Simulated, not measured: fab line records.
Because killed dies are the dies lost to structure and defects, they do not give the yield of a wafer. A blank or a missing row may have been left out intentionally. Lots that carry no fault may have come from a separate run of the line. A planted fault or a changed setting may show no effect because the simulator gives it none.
Split-lot trial | flow n5 finfet | 39 wafers read across 7 lots, on a route 1938 steps long

## THE SPLIT
At N5_SD_EPI_P_ETCH_16 (etches SiO2 in CHF3/O2, target depth 5 nm), the setting target depth a was moved away from the recipe's 50 angstrom on 15 of the 39 wafers read, by -36.8% to +46.2%. This setting was run at the recipe's value on the other wafers.

The reading is taken at the split's own step.

## THE READING
SiARC_of_SD_EPI_P_COAT_35.thk nm (the simulator's own value, which no gauge read), in nm, at N5_SD_EPI_P_ETCH_16 (etches SiO2 in CHF3/O2, target depth 5 nm). No usual value for it is given in the file. Across the 24 wafers here that went through the recipe, the average is 12.2 nm and the standard deviation 0.28 nm.

wafer  | tool, chamber at the split | target depth a as run, angstrom | against the recipe | SiARC_of_SD_EPI_P_COAT_35.thk nm, nm | against lot-mates on the recipe
L074.1 | rie diel-06, 2             | 31.59                           | -36.8%             | 14                                   | +2.1
L074.2 | rie diel-06, 3             | 50                              | recipe             | 11.8                                 | -
L074.3 | rie diel-06, 1             | 50                              | recipe             | 12                                   | -
L074.4 | rie diel-06, 0             | 31.59                           | -36.8%             | 13                                   | +1.1
L074.5 | rie diel-06, 1             | 50                              | recipe             | 11.8                                 | -
L074.6 | rie diel-06, 2             | 31.59                           | -36.8%             | 13.8                                 | +1.9
L077.1 | rie diel-04, 1             | 50                              | recipe             | 12                                   | -
L077.2 | rie diel-04, 0             | 73.09                           | +46.2%             | 10.2                                 | -1.7
L077.3 | rie diel-04, 3             | 73.09                           | +46.2%             | 8.6                                  | -3.3
L077.4 | rie diel-04, 2             | 50                              | recipe             | 11.6                                 | -
L077.5 | rie diel-04, 0             | 50                              | recipe             | 12                                   | -
L077.6 | rie diel-04, 3             | 73.09                           | +46.2%             | 8.6                                  | -3.3
L081.3 | rie diel-02, 3             | 50                              | recipe             | 12.4                                 | -
L081.5 | rie diel-02, 3             | 50                              | recipe             | 12.4                                 | -
L081.6 | rie diel-02, 1             | 50                              | recipe             | 12                                   | -
L085.1 | rie diel-06, 2             | 71.4                            | +42.8%             | 11.4                                 | -0.7
L085.2 | rie diel-06, 1             | 71.4                            | +42.8%             | 10.6                                 | -1.5
L085.3 | rie diel-06, 0             | 71.4                            | +42.8%             | 9.4                                  | -2.7
L085.4 | rie diel-06, 3             | 50                              | recipe             | 11.8                                 | -
L085.5 | rie diel-06, 2             | 50                              | recipe             | 12.8                                 | -
L085.6 | rie diel-06, 3             | 50                              | recipe             | 11.8                                 | -
L086.1 | rie diel-02, 3             | 50                              | recipe             | 12.4                                 | -
L086.2 | rie diel-02, 1             | 50                              | recipe             | 12.2                                 | -
L086.3 | rie diel-02, 0             | 50                              | recipe             | 12.2                                 | -
L086.4 | rie diel-02, 2             | 50                              | recipe             | 12.2                                 | -
L086.5 | rie diel-02, 2             | 50                              | recipe             | 12.2                                 | -
L086.6 | rie diel-02, 1             | 50                              | recipe             | 12.4                                 | -
L087.1 | rie diel-02, 2             | 50                              | recipe             | 12.2                                 | -
L087.2 | rie diel-02, 1             | 50                              | recipe             | 12.2                                 | -
L087.3 | rie diel-02, 3             | 41.97                           | -16.1%             | 12.8                                 | +0.5
L087.4 | rie diel-02, 0             | 41.97                           | -16.1%             | 12.6                                 | +0.3
L087.5 | rie diel-02, 2             | 41.97                           | -16.1%             | 12.8                                 | +0.5
L087.6 | rie diel-02, 3             | 50                              | recipe             | 12.4                                 | -
L091.1 | rie diel-02, 0             | 50                              | recipe             | 12.2                                 | -
L091.2 | rie diel-02, 3             | 50                              | recipe             | 12.6                                 | -
L091.3 | rie diel-02, 2             | 41.89                           | -16.2%             | 12.8                                 | +0.5
L091.4 | rie diel-02, 1             | 41.89                           | -16.2%             | 12.8                                 | +0.5
L091.5 | rie diel-02, 1             | 50                              | recipe             | 12.2                                 | -
L091.6 | rie diel-02, 0             | 41.89                           | -16.2%             | 13                                   | +0.7

THE FIT
A straight line over all 39 wafers: SiARC_of_SD_EPI_P_COAT_35.thk nm changes by -0.0487 nm for each +1% of target depth a; r = -0.91; the points scatter about the line by 0.49 nm.
The same after taking each lot's own level away (the mean of its wafers on the recipe; 39 wafers): -0.0473 nm for each +1%; r = -0.92; scatter 0.44 nm.
On that fit, the largest move of target depth a shifts the reading by 2.2 nm.
From 11.87 to 12.33 nm: that is the span of the lots' own levels, equal to 1.7 times the standard deviation above.
The two slopes agree, so the slope changes little with the lot-to-lot level.
Check: for one of the wafers moved furthest among these (+46.2%), held out of the fit, the line's prediction against its lot-mates is -2.33 nm. Against them it came out at -1.67 nm.

## ADDITIONAL SPLITS CARRIED BY THESE WAFERS
Note: prior to the reading, these wafers also went through further splits. Each is held against what the fit with the lots' levels taken away leaves over:
other split on the same wafers     | wafers away from the commonest value | r with SiARC_of_SD_EPI_P_COAT_35.thk nm (lot level and that fit taken away)
N5_SD_EPI_N_ETCH_16 target depth a | 18                                   | +0.09

## THE WHOLE CHAIN: every reading that the file lists as answering this split, in the file's order
step                | what it does                              | reading                                                                           | change (the file's fit)                | r (the file's)
N5_SD_EPI_P_ETCH_16 | etches SiO2 in CHF3/O2, target depth 5 nm | etch.depth nm (the simulator's own value, which no gauge read)                    | +0.0517 nm for each +1% of the setting | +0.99
N5_SD_EPI_P_ETCH_16 | etches SiO2 in CHF3/O2, target depth 5 nm | SiARC_of_SD_EPI_P_COAT_35.thk nm (the simulator's own value, which no gauge read) | -0.0475 nm for each +1% of the setting | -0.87

## THE FILE'S OWN FIT
SiARC_of_SD_EPI_P_COAT_35.thk nm changes by -0.0475 nm for each +1% of target depth a, r = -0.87.
